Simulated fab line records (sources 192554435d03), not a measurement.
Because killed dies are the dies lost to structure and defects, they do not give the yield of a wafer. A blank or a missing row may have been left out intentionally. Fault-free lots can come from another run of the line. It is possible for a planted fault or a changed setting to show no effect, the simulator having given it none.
What tool caused it? ; flow n5_finfet ; Sampling: 9 lots, 26 wafers, 5 of 1938 route steps

== WHAT THE GAUGES READ, wafer by wafer ==
N5_BEOL_M2_INSPECT_59: inspects for defects (darkfield). Usual: raw_defect_count reads 74 (standard deviation 25).
lot;measured;on;raw_defect_count;flag
L943;day 6 22:48;defect_inspect-01;76 65 73;
L948;day 7 20:59;defect_inspect-01;56 73;
L952;day 9 09:53;defect_inspect-02;100 98 113;
L954;day 9 13:10;defect_inspect-02;105 70 57;
L957;day 10 14:22;defect_inspect-02;41 51 47;
L958;day 10 17:27;defect_inspect-02;65 70 70;
L960;day 11 07:32;defect_inspect-02;73 43 60;
L962;day 11 11:10;defect_inspect-01;49 49 43;
L964;day 11 23:22;defect_inspect-02;55 24 58;

N5_BEOL_M4_RC_MEAS_101. Usual: DIBL_N 36.3 mV/V, standard deviation 1.7; DIBL_P 36.5 mV/V, standard deviation 1.8; IOFF_N 0.16 nA/um, standard deviation 0.033; IOFF_P 0.21 nA/um, standard deviation 0.037; ION_N 675 uA/um, standard deviation 11; ION_P 462 uA/um, standard deviation 7.9; SS_N 71.6 mV/dec, standard deviation 0.64; SS_P 73.3 mV/dec, standard deviation 0.68; VT_N 249 mV, standard deviation 3.3; VT_P -250 mV, standard deviation 3.3.
lot;measured;on;DIBL_N (mV/V);DIBL_P (mV/V);IOFF_N (nA/um);IOFF_P (nA/um);ION_N (uA/um);ION_P (uA/um);SS_N (mV/dec);SS_P (mV/dec);VT_N (mV);VT_P (mV);flag
L943;day 7 15:28;prober-01;35.4 35.3 34.9;36.0 36.6 36.1;0.14 0.15 0.15;0.19 0.20 0.19;666 684 678;457 469 466;71.4 71.6 71.6;73.2 73.9 73.7;253 249 253;-255 -252 -252;
L948;day 8 14:51;prober-02;37.3 33.8;37.5 33.5;0.18 0.12;0.23 0.17;680 677;470 471;71.2 70.7;72.8 71.7;247 255;-250 -253;
L952;day 10 07:46;prober-02;34.4 36.1 36.9;34.8 37.7 38.2;0.11 0.14 0.15;0.16 0.21 0.20;662 653 662;448 460 450;70.0 70.6 71.1;72.8 73.9 73.8;253 253 251;-257 -251 -253;
L954;day 10 09:15;prober-01;35.8 35.6 34.2;36.3 34.7 33.9;0.16 0.15 0.13;0.20 0.17 0.17;684 666 657;464 450 448;71.3 71.1 71.1;72.9 72.7 72.1;249 249 251;-251 -253 -253;
L957;day 11 13:41;prober-01;35.8 39.6 36.3;36.1 39.5 36.7;0.17 0.23 0.17;0.27 0.32 0.27;673 683 690;471 470 478;71.4 71.9 71.5;73.0 73.3 72.8;247 245 247;-244 -241 -243;
L958;day 11 16:40;prober-02;37.0 38.1 39.1;36.3 37.1 38.9;0.17 0.19 0.21;0.24 0.24 0.27;677 675 686;463 462 465;71.6 72.2 72.7;73.4 73.7 73.8;249 248 248;-248 -246 -248;
L960;day 12 00:10;prober-02;37.3 35.6 35.4;35.4 34.2 34.3;0.16 0.15 0.14;0.22 0.22 0.21;675 703 677;466 481 469;71.4 71.4 71.2;72.8 72.5 72.8;247 246 249;-246 -244 -245;
L962;day 12 03:55;prober-01;37.3 36.3 37.3;36.6 35.8 36.4;0.16 0.15 0.17;0.23 0.22 0.23;678 662 667;472 460 464;71.4 71.4 71.9;72.5 73.4 73.5;254 253 249;-245 -248 -247;
L964;day 13 03:38;prober-02;40.0 38.2 37.6;40.9 38.7 37.9;0.28 0.23 0.21;0.27 0.24 0.22;717 695 687;475 461 459;72.9 73.1 71.7;74.6 74.5 73.4;241 242 245;-250 -249 -251;

== WHICH TOOL RAN EACH LOT (tool, then ch and the chambers of the sampled wafers, then the start) ==
lot;N5_BEOL_M3_HM_DEP_02;N5_BEOL_M3_ETCH_77;N5_BEOL_M3_ETCH_69
L943;pvd_sputter-01, day 6 22:59;rie_diel-04 ch 0,3, day 7 00:38;rie_diel-04 ch 0,3, day 7 00:40
L948;pvd_sputter-02, day 7 22:56;rie_diel-04 ch 2,3, day 8 00:38;rie_diel-04 ch 2,3, day 8 00:40
L952;pvd_sputter-02, day 9 10:40;rie_diel-04 ch 0,1,2, day 9 12:07;rie_diel-04 ch 0,1,2, day 9 12:08
L954;pvd_sputter-02, day 9 13:22;rie_diel-04 ch 0,2, day 9 15:17;rie_diel-04 ch 0,2, day 9 15:19
L957;pvd_sputter-02, day 10 16:27;rie_diel-02 ch 0,1,2, day 10 18:07;rie_diel-02 ch 0,1,2, day 10 18:08
L958;pvd_sputter-02, day 10 18:28;rie_diel-05 ch 1,2,3, day 10 20:14;rie_diel-05 ch 1,2,3, day 10 20:15
L960;pvd_sputter-03, day 11 07:58;rie_diel-02 ch 1,3, day 11 09:34;rie_diel-02 ch 1,3, day 11 09:35
L962;pvd_sputter-03, day 11 12:37;rie_diel-05 ch 0,2,3, day 11 14:17;rie_diel-05 ch 0,2,3, day 11 14:19
L964;pvd_sputter-03, day 12 00:47;rie_diel-04 ch 0,1,3, day 12 03:14;rie_diel-04 ch 0,1,3, day 12 03:16
- N5_BEOL_M3_HM_DEP_02: deposits TiN, target thk 20 nm.
- N5_BEOL_M3_ETCH_77: etches underlayer in N2/H2, target depth 6.5 nm, time 5.2 s.
- N5_BEOL_M3_ETCH_69: etches SiARC in CF4, target depth 15.6 nm, time 26 s.

== WHAT THE TOOLS THEMSELVES READ (means of the sampled wafers that have a number; where no wafer has one, the mark that the record gives instead) ==
N5_BEOL_M3_HM_DEP_02. Usual: throttle_valve_pct reads 30.4 % (standard deviation 0.86).
lot;tool;throttle_valve_pct (%);flag
L943;pvd_sputter-01;31.4;
L948;pvd_sputter-02;30.6;
L952;pvd_sputter-02;29.8;
L954;pvd_sputter-02;29.9;
L957;pvd_sputter-02;30.0;
L958;pvd_sputter-02;30.9;
L960;pvd_sputter-03;29.5;
L962;pvd_sputter-03;30.1;
L964;pvd_sputter-03;30.3;

N5_BEOL_M3_ETCH_77. Usual: drypump_motor_current_A 5.8 A, standard deviation 0.42; etch_rf_on_time_s 5.22 s, standard deviation 0.099; oes_product_au 0.64 a.u., standard deviation 0.057; rf_vpp_V 523.8 V, standard deviation 2.7; showerhead_plenum_p_Torr 2.53 Torr, standard deviation 0.078; throttle_valve_pct 17.89 %, standard deviation 0.22.
lot;tool;drypump_motor_current_A (A);etch_rf_on_time_s (s);oes_product_au (a.u.);rf_vpp_V (V);showerhead_plenum_p_Torr (Torr);throttle_valve_pct (%);flag
L943;rie_diel-04;5.3;5.22;0.60;521.8;2.48;17.69;
L948;rie_diel-04;5.8;4.29;0.70;522.6;2.51;17.80;OFF
L952;rie_diel-04;5.5;4.62;0.71;522.0;2.51;17.92;OFF
L954;rie_diel-04;5.9;4.71;0.67;521.8;2.49;18.00;OFF
L957;rie_diel-02;6.0;5.25;0.62;522.5;2.53;18.09;
L958;rie_diel-05;5.9;5.26;0.62;525.2;2.56;17.78;
L960;rie_diel-02;6.0;5.18;0.63;521.6;2.47;18.10;
L962;rie_diel-05;5.8;5.17;0.65;523.0;2.54;17.82;
L964;rie_diel-04;5.2;5.23;0.71;522.2;2.49;17.65;

N5_BEOL_M3_ETCH_69. Usual: cf4_flow_sccm is 100.0 sccm with standard deviation 0.32, drypump_motor_current_A is 5.8 A with standard deviation 0.42, etch_rf_on_time_s is 26.1 s with standard deviation 0.43, oes_product_au is 0.64 a.u. with standard deviation 0.057, rf_vpp_V is 184.0 V with standard deviation 1, showerhead_plenum_p_Torr is 2.14 Torr with standard deviation 0.058, and throttle_valve_pct is 15.70 % with standard deviation 0.18.
lot;tool;cf4_flow_sccm (sccm);drypump_motor_current_A (A);etch_rf_on_time_s (s);oes_product_au (a.u.);rf_vpp_V (V);showerhead_plenum_p_Torr (Torr);throttle_valve_pct (%);flag
L943;rie_diel-04;100.0;5.3;26.2;0.60;183.5;2.09;15.56;
L948;rie_diel-04;99.8;5.8;25.7;0.61;183.5;2.12;15.66;
L952;rie_diel-04;100.1;5.6;26.3;0.65;184.2;2.12;15.75;
L954;rie_diel-04;100.2;5.9;26.4;0.61;183.3;2.10;15.85;
L957;rie_diel-02;100.0;6.0;26.2;0.62;184.4;2.13;15.84;
L958;rie_diel-05;100.0;5.9;26.1;0.61;184.3;2.16;15.66;
L960;rie_diel-02;99.8;6.0;26.1;0.63;183.4;2.08;15.81;
L962;rie_diel-05;99.9;5.8;26.1;0.65;184.5;2.15;15.69;
L964;rie_diel-04;100.0;5.2;25.9;0.70;184.4;2.11;15.48;

== THE ANSWER, worked out from the rows above alone ==
Rule: lot off if the mean of its wafers having a number is beyond 3 standard deviations from the usual mean. Also off: a lot with no number at a reading for which 4 or more lots have one. Any other lot the step has rows for is counted as sound. Order of review: gauges by route order, followed by the tools' own readings, for which a lot's mean as printed above is used. At the first step where some lot is off, the reading lying furthest off is the one used; lots without a number count as furthest.
Off: L948, L952, L954 (N5_BEOL_M3_ETCH_77, etch_rf_on_time_s).
If a tool, at that step or one of the process steps before it, ran each lot that is off and ran no sound lot following the first of them, it fits. None of those tried fits.

== WHAT HAD BEEN PUT IN BY THE SIMULATOR ==
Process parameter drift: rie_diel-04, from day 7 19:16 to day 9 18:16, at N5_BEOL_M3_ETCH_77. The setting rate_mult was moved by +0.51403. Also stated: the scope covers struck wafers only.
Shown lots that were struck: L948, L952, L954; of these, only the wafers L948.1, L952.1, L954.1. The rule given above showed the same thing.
